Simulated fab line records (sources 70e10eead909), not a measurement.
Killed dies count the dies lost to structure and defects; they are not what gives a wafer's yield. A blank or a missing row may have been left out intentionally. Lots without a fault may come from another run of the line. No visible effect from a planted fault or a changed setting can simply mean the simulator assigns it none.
Chamber matching / flow nand-harc / NHARC_A_M0_STRIP_18 on rie-diel-09: 4 sister chambers
The step strips in N2/H2. 8 wafers are shown with their chamber, then 7 later ones without.

== WAFERS PAIRED WITH THEIR CHAMBERS ==
wafer=L074.2; chamber=0; drypump-motor-current-A (A)=5.9; oes-product-au (a.u.)=0.997
wafer=L077.6; chamber=3; drypump-motor-current-A (A)=5.9; oes-product-au (a.u.)=1.028
wafer=L078.5; chamber=2; drypump-motor-current-A (A)=6.3; oes-product-au (a.u.)=0.995
wafer=L081.2; chamber=2; drypump-motor-current-A (A)=6.3; oes-product-au (a.u.)=1.003
wafer=L081.3; chamber=0; drypump-motor-current-A (A)=5.9; oes-product-au (a.u.)=0.992
wafer=L081.5; chamber=1; drypump-motor-current-A (A)=6.7; oes-product-au (a.u.)=0.984
wafer=L084.1; chamber=1; drypump-motor-current-A (A)=6.7; oes-product-au (a.u.)=0.999
wafer=L084.2; chamber=3; drypump-motor-current-A (A)=6.0; oes-product-au (a.u.)=1.001

== WAFERS WITH NO CHAMBER GIVEN ==
wafer=L084.3; drypump-motor-current-A (A)=6.3; oes-product-au (a.u.)=1.008
wafer=L093.3; drypump-motor-current-A (A)=5.9; oes-product-au (a.u.)=0.991
wafer=L093.5; drypump-motor-current-A (A)=5.9; oes-product-au (a.u.)=1.016
wafer=L093.6; drypump-motor-current-A (A)=5.9; oes-product-au (a.u.)=0.991
wafer=L096.1; drypump-motor-current-A (A)=5.9; oes-product-au (a.u.)=0.985
wafer=L096.3; drypump-motor-current-A (A)=6.3; oes-product-au (a.u.)=1.006
wafer=L096.4; drypump-motor-current-A (A)=6.7; oes-product-au (a.u.)=1.002

== WHICH CHAMBER EACH WENT THROUGH ==
wafer=L084.3; from the rows above=2; in truth=2
wafer=L093.3; from the rows above=0; in truth=0
wafer=L093.5; from the rows above=can't be placed: 3 or 0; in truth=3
wafer=L093.6; from the rows above=0; in truth=0
wafer=L096.1; from the rows above=0; in truth=0
wafer=L096.3; from the rows above=2; in truth=2
wafer=L096.4; from the rows above=1; in truth=1
Placed correctly: 6 of 7. From these rows, 1 cannot be placed; in 1 the true chamber is one of the candidates. Number placed wrongly: 0.
How it was worked out, from the rows above alone: a wafer's distance from a chamber is the root of the sum, over the readings, of the square of ((its reading less the chamber's mean) divided by the reading's scatter). The wafer belongs to the nearest chamber; if the next one is less than 2 further off, it can't be placed. A chamber's mean is the mean of its shown wafers. The scatter: the root of (the sum of the squares of (reading less its chamber's mean) over the shown wafers, divided by (wafers less chambers)).
